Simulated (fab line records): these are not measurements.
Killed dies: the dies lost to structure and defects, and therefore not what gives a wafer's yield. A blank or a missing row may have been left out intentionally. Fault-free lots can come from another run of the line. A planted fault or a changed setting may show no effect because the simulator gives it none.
Which tool was responsible? | flow n5_finfet | Sampling: 24 lots, 72 wafers, 2 of 1938 route steps

## WHAT EACH GAUGE READ, for each wafer
N5_BEOL_M15_OVL_MEAS_29.
lot  | measured     | on         | M15_OVL (nm)
L074 | day 11 13:45 | overlay-02 | 6 8 12
L075 | day 11 23:12 | overlay-02 | 5 10 16
L077 | day 12 06:31 | overlay-01 | -13 -5 -2
L076 | day 12 14:44 | overlay-01 | -8 4 -8
L078 | day 13 02:30 | overlay-01 | 9 3 10
L079 | day 13 13:14 | overlay-02 | 11 14 3
L080 | day 14 01:33 | overlay-01 | 12 3 5
L081 | day 14 04:32 | overlay-02 | 4 1 10
L082 | day 14 04:57 | overlay-01 | 6 -2 6
L084 | day 14 10:02 | overlay-01 | 2 2 -1
L085 | day 14 21:29 | overlay-02 | 2 6 3
L083 | day 14 21:51 | overlay-02 | 11 4 10
L086 | day 14 23:45 | overlay-01 | 1 1 1
L088 | day 15 13:35 | overlay-01 | -1 8 1
L087 | day 15 13:51 | overlay-01 | 4 7 -2
L090 | day 15 17:47 | overlay-02 | 8 8 12
L089 | day 15 23:29 | overlay-01 | 1 -3 0
L091 | day 16 07:15 | overlay-02 | 8 5 7
L092 | day 16 09:38 | overlay-01 | -2 10 8
L093 | day 16 19:40 | overlay-01 | 5 3 8
L094 | day 17 02:25 | overlay-02 | -1 13 -6
L095 | day 17 08:11 | overlay-02 | 3 0 0
L096 | day 17 13:33 | overlay-01 | 5 5 7
L097 | day 17 16:30 | overlay-02 | -3 -3 7

## WHAT TOOL EACH LOT RAN ON (gives the tool, then ch and the chambers of the sampled wafers, and finally the start)
lot  | N5_BEOL_M15_ETCH_57
L074 | rie_diel-03 ch 1,2,3, day 11 12:57
L075 | rie_diel-02 ch 1,2,3, day 11 22:23
L077 | rie_diel-02 ch 2,3, day 12 05:36
L076 | rie_diel-02 ch 1,2,3, day 12 14:11
L078 | rie_diel-03 ch 0,2,3, day 13 01:34
L079 | rie_diel-02 ch 0,1, day 13 12:26
L080 | rie_diel-03 ch 1,2,3, day 14 00:37
L081 | rie_diel-02 ch 0,1, day 14 03:36
L082 | rie_diel-05 ch 0,1,3, day 14 04:01
L084 | rie_diel-05 ch 0,1, day 14 09:14
L085 | rie_diel-02 ch 0,1, day 14 20:34
L083 | rie_diel-02 ch 0,2,3, day 14 21:02
L086 | rie_diel-03 ch 0,1,3, day 14 22:57
L088 | rie_diel-03 ch 2,3, day 15 12:46
L087 | rie_diel-05 ch 0,2, day 15 13:03
L090 | rie_diel-02 ch 0,1, day 15 16:52
L089 | rie_diel-05 ch 0,2, day 15 22:41
L091 | rie_diel-05 ch 1,2,3, day 16 06:19
L092 | rie_diel-03 ch 2,3, day 16 08:49
L093 | rie_diel-03 ch 0,2,3, day 16 18:52
L094 | rie_diel-02 ch 0,1,2, day 17 01:29
L095 | rie_diel-02 ch 1,2,3, day 17 07:23
L096 | rie_diel-03 ch 0,3, day 17 12:37
L097 | rie_diel-02 ch 0,2,3, day 17 15:41
- N5_BEOL_M15_ETCH_57: etches SOC in N2/H2, time 750 s.

## WHAT THE TOOLS THEMSELVES READ (means of the sampled wafers that have a number; where no wafer has one, the mark that the record gives instead)
N5_BEOL_M15_ETCH_57.
lot  | tool        | drypump_motor_current_A (A) | oes_product_au (a.u.) | rf_vpp_V (V) | showerhead_plenum_p_Torr (Torr) | throttle_valve_pct (%)
L074 | rie_diel-03 | 5.4                         | 0.79                  | 525.5        | 2.58                            | 17.92
L075 | rie_diel-02 | 6.2                         | 0.80                  | 525.7        | 2.64                            | 17.59
L077 | rie_diel-02 | 6.0                         | 0.83                  | 528.4        | 2.68                            | 17.49
L076 | rie_diel-02 | 6.2                         | 0.78                  | 525.7        | 2.64                            | 17.61
L078 | rie_diel-03 | 5.6                         | 0.84                  | 524.6        | 2.57                            | 17.86
L079 | rie_diel-02 | 5.9                         | 0.84                  | 524.9        | 2.59                            | 17.54
L080 | rie_diel-03 | 5.4                         | 0.77                  | 523.8        | 2.57                            | 17.95
L081 | rie_diel-02 | 5.6                         | 0.88                  | 524.2        | 2.58                            | 17.47
L082 | rie_diel-05 | 5.9                         | 0.77                  | 523.3        | 2.55                            | 17.80
L084 | rie_diel-05 | 6.2                         | 0.79                  | 521.6        | 2.48                            | 17.62
L085 | rie_diel-02 | 5.6                         | 0.87                  | 525.4        | 2.58                            | 17.47
L083 | rie_diel-02 | 5.8                         | 0.93                  | 526.4        | 2.63                            | 17.36
L086 | rie_diel-03 | 5.3                         | 0.76                  | 524.3        | 2.53                            | 17.95
L088 | rie_diel-03 | 5.6                         | 0.80                  | 525.2        | 2.60                            | 17.90
L087 | rie_diel-05 | 6.6                         | 0.72                  | 522.8        | 2.48                            | 17.77
L090 | rie_diel-02 | 5.6                         | 0.86                  | 524.6        | 2.58                            | 17.48
L089 | rie_diel-05 | 6.6                         | 0.71                  | 522.3        | 2.48                            | 17.78
L091 | rie_diel-05 | 5.9                         | 0.76                  | 524.3        | 2.57                            | 17.88
L092 | rie_diel-03 | 5.3                         | 0.75                  | 525.3        | 2.61                            | 17.93
L093 | rie_diel-03 | 5.6                         | 0.80                  | 524.1        | 2.56                            | 17.92
L094 | rie_diel-02 | 5.8                         | 0.83                  | 525.5        | 2.61                            | 17.47
L095 | rie_diel-02 | 6.2                         | 0.84                  | 525.9        | 2.63                            | 17.49
L096 | rie_diel-03 | 5.5                         | 0.79                  | 522.9        | 2.52                            | 17.92
L097 | rie_diel-02 | 5.8                         | 0.88                  | 525.6        | 2.62                            | 17.41

## THE ANSWER, worked out from the rows above alone
Rule: usual is defined by the lots themselves. Put in order of their means at a reading, lots are off if they are a third of the lots or fewer, leave a main group of 4 or more, and stand apart from it by a gap of 3 or more times the standard deviation of the main group's means; of several such gaps the widest counts. A main group is skipped when, at the precision printed for the reading in the tables above, its means are all equal. Also off: a lot with no number at a reading for which 4 or more lots have one. Any other lot the step has rows for is counted as sound. Order of review: gauges by route order, followed by the tools' own readings, for which a lot's mean as printed above is used. The first step at which some lot is off is used, and at that step the reading that is off furthest; a lot without a number counts as furthest.
Across all readings shown, no lot is off: no conclusion can be drawn from this.

## WHAT WAS PUT IN BY THE SIMULATOR
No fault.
